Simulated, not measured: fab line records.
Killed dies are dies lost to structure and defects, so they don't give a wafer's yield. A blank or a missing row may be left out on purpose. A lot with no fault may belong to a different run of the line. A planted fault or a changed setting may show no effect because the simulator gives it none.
Chamber matching :: flow nand_harc :: NHARC_A_M0_CMP_23 on cmp-03 has 4 sister chambers
The step polishes, t overpolish 20 s, target thk 113.75 nm. 4 wafers are shown with their chamber, then 7 later ones without.

## EACH WAFER AND ITS CHAMBER
wafer: L320.3
chamber: 3
motor_current_A (A): 12.0

wafer: L320.5
chamber: 2
motor_current_A (A): 12.3

wafer: L332.1
chamber: 0
motor_current_A (A): 12.3

wafer: L332.4
chamber: 1
motor_current_A (A): 9.7

## WAFERS WITH NO CHAMBER GIVEN
wafer: L332.5
motor_current_A (A): 14.3

wafer: L333.2
motor_current_A (A): 13.4

wafer: L333.5
motor_current_A (A): 13.7

wafer: L333.6
motor_current_A (A): 9.2

wafer: L335.1
motor_current_A (A): 11.4

wafer: L335.4
motor_current_A (A): 9.5

wafer: L335.5
motor_current_A (A): 11.6

## CHAMBER TAKEN BY EACH
wafer: L332.5
from the rows above: can't be placed: 0 or 2 or 3
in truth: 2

wafer: L333.2
from the rows above: can't be placed: 0 or 2 or 3
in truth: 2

wafer: L333.5
from the rows above: can't be placed: 0 or 2 or 3
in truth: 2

wafer: L333.6
from the rows above: 1
in truth: 1

wafer: L335.1
from the rows above: can't be placed: 3 or 0 or 2 or 1
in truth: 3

wafer: L335.4
from the rows above: 1
in truth: 1

wafer: L335.5
from the rows above: can't be placed: 3 or 0 or 2 or 1
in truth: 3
Correct placement for 2 of the 7. Can't be placed from these rows: 5 (the true chamber is among the candidates in 5). Wrongly placed: 0.
How it was worked out, from the rows above alone: a wafer's distance from a chamber is the root of the sum, over the readings, of the square of ((its reading less the chamber's mean) divided by the reading's scatter). If the next closest chamber is less than 2 further off than the closest, the wafer can't be placed; otherwise it belongs to the closest. Each chamber's mean is taken over the wafers shown for it. The scatter: with one shown wafer a chamber, the root of the mean of the squares of how far each hidden wafer lies from its nearest shown one.
